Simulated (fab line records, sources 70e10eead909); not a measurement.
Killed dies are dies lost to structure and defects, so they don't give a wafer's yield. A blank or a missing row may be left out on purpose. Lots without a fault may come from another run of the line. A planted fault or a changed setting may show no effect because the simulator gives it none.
Chamber matching | flow nand_harc | NHARC_A_BLC_ETCH_16 on rie_diel-11: 4 sister chambers
The step etches the open film in CF4, target depth 39 nm, time 65 s. 4 wafers are shown with their chamber, then 11 later ones without.

WAFERS WITH THEIR CHAMBER
wafer  | chamber | drypump_motor_current_A (A)
L080.5 | 3       | 5.3
L087.2 | 2       | 6.5
L087.3 | 1       | 5.7
L089.1 | 0       | 5.7

WAFERS WITHOUT THEIR CHAMBER
wafer  | drypump_motor_current_A (A)
L089.3 | 5.3
L089.4 | 6.6
L088.3 | 5.7
L088.4 | 5.7
L088.6 | 6.6
L090.4 | 6.6
L090.5 | 5.7
L090.6 | 5.3
L097.1 | 5.3
L097.2 | 5.7
L097.6 | 5.7

WHICH CHAMBER EACH WENT THROUGH
wafer  | from the rows above     | in truth
L089.3 | 3                       | 3
L089.4 | 2                       | 2
L088.3 | can't be placed: 0 or 1 | 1
L088.4 | can't be placed: 0 or 1 | 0
L088.6 | 2                       | 2
L090.4 | 2                       | 2
L090.5 | can't be placed: 0 or 1 | 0
L090.6 | 3                       | 3
L097.1 | 3                       | 3
L097.2 | can't be placed: 0 or 1 | 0
L097.6 | can't be placed: 0 or 1 | 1
Placed correctly: 6 of 11. Can't be placed from these rows: 5 (the true chamber is among the candidates in 5). Placed wrongly: 0.
How it was worked out, from the rows above alone: a wafer's distance from a chamber is the root of the sum, over the readings, of the square of ((its reading less the chamber's mean) divided by the reading's scatter). The wafer belongs to the nearest chamber; if the next one is less than 2 further off, it can't be placed. A chamber's mean is the mean of its shown wafers. The scatter: with one shown wafer a chamber, the root of the mean of the squares of how far each hidden wafer lies from its nearest shown one.
